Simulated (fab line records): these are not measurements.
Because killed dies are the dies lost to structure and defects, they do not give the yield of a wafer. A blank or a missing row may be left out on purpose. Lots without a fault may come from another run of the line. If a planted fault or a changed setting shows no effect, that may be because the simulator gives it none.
A lot that was struck, set against a sound lot | flow n5 finfet | 30 out of 1938 route steps
Sound: the wafers L825.3, L825.5, L825.6. Struck: wafer L834.4; the same lot's L834.3 was not struck, so it is left out; see the end for the cause.
Each step with rows lists, per side, the tool, then ch with its chambers, then its first start. Under that, the readings that differ: sound wafers | struck wafers | difference of the means | sigmas: that difference in standard deviations of wafers without a fault.
alike: words and numbers the same on both sides, and readings whose means are apart by under 2 such deviations; not compared: readings that were withheld, readings missing a value for some wafer, numbers with overlapping values and no deviation given by the record, and bounds like >300 which may hide the same value.
A row with sigmas, a row that says differs or no value, or rows on one side alone: a step with any of these is where the two part. When numbers do not overlap yet have no deviation, they are printed without sigmas and do not part them. A reading missing from all wafers of one side parts the sides only when that side holds two or more wafers.

first, 3 steps without rows for these wafers: N5_BEOL_M0_SAQP_EXPOSE_11 (exposes mask M0 CORE, target cd 42 nm); N5_BEOL_M0_SAQP_PEB_12 (peb time 60 s); N5_BEOL_M0_SAQP_DEVELOP_13 (develop time 30 s).
N5_BEOL_M0_SAQP_CD_MEAS_14: the cd target is 42.5 nm.
  sound on cd sem-01 ch 0, day 5 16:56; struck on cd sem-01 ch 0, day 8 01:51
  alike: cd nm
N5_BEOL_M0_SAQP_OVL_MEAS_15:
  sound on overlay-02 ch 0, day 5 16:58; struck on overlay-02 ch 0, day 8 01:53
  alike: M0_CORE_OVL
N5_BEOL_M0_SAQP_INSPECT_16: inspects for defects (brightfield).
  sound on defect inspect-01, day 5 17:00; struck on defect inspect-02, day 8 01:54
  reading          | sound       | struck | difference | sigmas
  raw defect count | 682 829 627 | 443    | -270       | -2
then, 2 steps without rows for these wafers: N5_BEOL_M0_SAQP_DESCUM_19 (chemistry O2, time 7.9 s); N5_BEOL_M0_SAQP_ETCH_83 (etches SiARC in CF4, target depth 39 nm, time 65 s).
N5_BEOL_M0_SAQP_ETCH_84: etches SOC in N2/H2, target depth 100 nm, overetch 20 nm, time 150 s.
  sound on rie diel-04 ch 0,1, day 5 17:16; struck on rie diel-04 ch 1, day 8 02:01
  alike: drypump motor current A, oes product au, rf vpp V, showerhead plenum p Torr, throttle valve pct
  not compared: rf hours counter h
then, 1 step without rows for these wafers: N5_BEOL_M0_SAQP_STRIP_80 (strips in N2/H2).
N5_BEOL_M0_SAQP_HM_OPEN_112: chemistry CHF3/O2, target SiO2, stops on a-Si, target depth 12 nm, time 13.5 s.
  sound on rie diel-04 ch 0,1, day 5 17:22; struck on rie diel-04 ch 1, day 8 02:08
  alike: drypump motor current A, oes product au, rf vpp V, showerhead plenum p Torr, throttle valve pct
  not compared: rf hours counter h
then, 1 step without rows for these wafers: N5_BEOL_M0_SAQP_STRIP_113 (strips in CHF3/O2).
N5_BEOL_M0_SAQP_MANDREL_ETCH_20: etches a-Si in HBr/Cl2, stops on SiNx, target depth 60 nm, bt time 10 s, time 30 s.
  sound on rie si-04 ch 0,2,3, day 5 17:28; struck on rie si-04 ch 2, day 8 02:13
  reading                                         | sound        | struck  | difference | sigmas
  over etch frac                                  | 0.5 0.5 0.5  | 0.56831 | +0.06831   |
  model.SOC_of_BEOL_M0_SAQP_COAT_81.thk nm (nm)   | 76.4 76 75.8 | 75      | -1         |
  model.SiNx_of_BEOL_M0_SAQP_PECVD_97.thk nm (nm) | 18 18 18     | 18.2    | +0.2       |
  alike: drypump motor current A, oes product au, throttle valve pct
  not compared: rf hours counter h
N5_BEOL_M0_SAQP_STRIP_86: strips in N2/H2.
  sound on rie diel-05 ch 0,1,2, day 5 17:34; struck on rie diel-04 ch 1, day 8 02:25
  alike: drypump motor current A, oes product au, rf vpp V, showerhead plenum p Torr, throttle valve pct
  not compared: rf hours counter h
then, 6 steps without rows for these wafers: N5_BEOL_M0_SAQP_STRIP_115 (strips in post etch residue remover, time 60 s); N5_BEOL_M0_SAQP_SRD_93 (time 30 s); N5_BEOL_M0_SAQP_RECESS_114 (chemistry HF/NH3, target SiO2, target depth 14.4 nm, afs cycles 3, sublimation time 60 s); N5_BEOL_M0_SAQP_SPACER1_ALD_98 (deposits SiO2, target thk 12.8 nm, pulse time 1 s, purge time 2 s); N5_BEOL_M0_SAQP_SPACER1_ETCHBACK_99 (etches SiO2 in CHF3/O2, target depth 15.4 nm, time 7.7 s); N5_BEOL_M0_SAQP_MANDREL1_REMOVE_100 (chemistry HBr/Cl2/O2, target a-Si, stops on SiNx, bt time 10 s).
N5_BEOL_M0_SAQP_CD_MEAS_25: the cd target is 13.1 nm.
  sound on cd sem-02 ch 0, day 5 18:55; struck on cd sem-01 ch 0, day 8 03:56
  alike: cd nm
then, 1 step without rows for these wafers: N5_BEOL_M0_SAQP_ETCH_101 (etches SiNx in CH3F/O2, target depth 29.9 nm, time 42.7 s).
N5_BEOL_M0_SAQP_ETCH_102: etches SiO2 in CF4, target depth 4 nm, time 4.4 s.
  sound on rie si-04 ch 0,2,3, day 5 19:04; struck on rie si-06 ch 1, day 8 04:20
  reading                     | sound       | struck | difference | sigmas
  drypump motor current A (A) | 5.6 6.7 6.4 | 5.1    | -1.1       | -2
  alike: oes product au, throttle valve pct
  not compared: rf hours counter h
then, 3 steps without rows for these wafers: N5_BEOL_M0_SAQP_MANDREL_ETCH_103 (etches a-Si in HBr/Cl2, stops on SiCN, target depth 45 nm, bt time 10 s, time 27 s); N5_BEOL_M0_SAQP_RECESS_104 (chemistry HF/NH3, target SiO2, target depth 18 nm, afs cycles 3, sublimation time 60 s); N5_BEOL_M0_SAQP_COAT_105 (time 60 s, resist thk 100 nm).
N5_BEOL_M0_SAQP_ETCH_106: etches SOC in N2/H2, stops on SiNx, target depth 150 nm.
  sound on rie diel-05 ch 1,2, day 5 19:37; struck on rie diel-04 ch 1, day 8 04:54
  reading                                         | sound       | struck | difference | sigmas
  drypump motor current A (A)                     | 5.7 5.7 5.5 | 6.5    | +0.9       | +2
  model.SiNx_of_BEOL_M0_SAQP_PECVD_97.thk nm (nm) | 15 15 15    | 15.2   | +0.2       |
  alike: oes product au, rf vpp V, showerhead plenum p Torr, throttle valve pct
  not compared: rf hours counter h
N5_BEOL_M0_SAQP_ETCH_107: etches SiNx in CH3F/O2, target depth 30 nm.
  sound on rie diel-05 ch 1,2, day 5 19:41; struck on rie diel-04 ch 1, day 8 04:58
  reading                     | sound       | struck | difference | sigmas
  drypump motor current A (A) | 5.7 5.7 5.5 | 6.5    | +0.9       | +2
  alike: CH3F_flow_sccm, oes product au, rf vpp V, showerhead plenum p Torr, throttle valve pct
  not compared: rf hours counter h
-- the record jumps here: 3 days lie between the struck wafers' starts before and after (it left off in module BEOL_M0_SAQP and takes up again in module BEOL_M4, whose first step shown is number 1111 of the route) --
N5_BEOL_M4_RC_MEAS_101:
  sound on prober-01 ch 0, day 8 01:25; struck on prober-02 ch 0, day 10 18:11
  alike: DIBL_N, DIBL_P, IOFF_N, IOFF_P, ION_N, ION_P, SS_N, SS_P, VT_N, VT_P
then, 1 step without rows for these wafers: N5_PASSIVATION_PROBE_49.

== WHERE THEY PART ==
Earliest at N5_BEOL_M0_SAQP_INSPECT_16; latest, in this record, at N5_BEOL_M0_SAQP_ETCH_107. Later steps at which nothing parts them and some readings are alike: N5_BEOL_M4_RC_MEAS_101.

WHY: what had been put in by the simulator
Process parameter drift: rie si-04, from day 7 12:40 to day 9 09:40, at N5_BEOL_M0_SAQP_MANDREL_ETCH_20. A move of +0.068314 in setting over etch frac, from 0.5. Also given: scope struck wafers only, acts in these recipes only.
